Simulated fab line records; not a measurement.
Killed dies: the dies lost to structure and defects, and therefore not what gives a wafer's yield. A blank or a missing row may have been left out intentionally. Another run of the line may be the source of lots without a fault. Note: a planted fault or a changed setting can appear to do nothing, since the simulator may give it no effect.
Chamber matching / flow n5 finfet / N5_BEOL_M11_ETCH_61 on rie diel-04 has 4 sister chambers
The step etches SiARC in CF4, target depth 39 nm, time 65 s. 4 wafers are shown with their chamber, then 9 later ones without.

== WAFERS PAIRED WITH THEIR CHAMBERS ==
wafer=L076.3; chamber=0; throttle valve pct (%)=15.8
wafer=L079.6; chamber=1; throttle valve pct (%)=15.6
wafer=L085.3; chamber=3; throttle valve pct (%)=15.1
wafer=L085.6; chamber=2; throttle valve pct (%)=16.0

== WAFERS WITHOUT THEIR CHAMBER ==
wafer=L091.1; throttle valve pct (%)=15.2
wafer=L091.2; throttle valve pct (%)=15.6
wafer=L091.4; throttle valve pct (%)=16.1
wafer=L095.4; throttle valve pct (%)=15.7
wafer=L095.5; throttle valve pct (%)=15.2
wafer=L095.6; throttle valve pct (%)=16.1
wafer=L097.1; throttle valve pct (%)=16.1
wafer=L097.3; throttle valve pct (%)=15.7
wafer=L097.4; throttle valve pct (%)=15.4

== THE CHAMBER EACH PASSED THROUGH ==
wafer=L091.1; from the rows above=3; in truth=3
wafer=L091.2; from the rows above=can't be placed: 1 or 0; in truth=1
wafer=L091.4; from the rows above=can't be placed: 2 or 0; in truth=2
wafer=L095.4; from the rows above=can't be placed: 1 or 0 or 2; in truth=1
wafer=L095.5; from the rows above=3; in truth=3
wafer=L095.6; from the rows above=can't be placed: 2 or 0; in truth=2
wafer=L097.1; from the rows above=can't be placed: 2 or 0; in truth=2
wafer=L097.3; from the rows above=can't be placed: 1 or 0 or 2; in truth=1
wafer=L097.4; from the rows above=can't be placed: 1 or 3 or 0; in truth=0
2 of 9 placed correctly. Can't be placed from these rows: 7 (the true chamber is among the candidates in 7). Number placed wrongly: 0.
How it was worked out, from the rows above alone: a wafer's distance from a chamber is the root of the sum, over the readings, of the square of ((its reading less the chamber's mean) divided by the reading's scatter). The wafer belongs to the nearest chamber; if the next one is less than 2 further off, it can't be placed. Each chamber's mean is taken over the wafers shown for it. The scatter (one wafer shown for each chamber): square how far every hidden wafer sits from the nearest shown wafer, average those squares and take the square root.
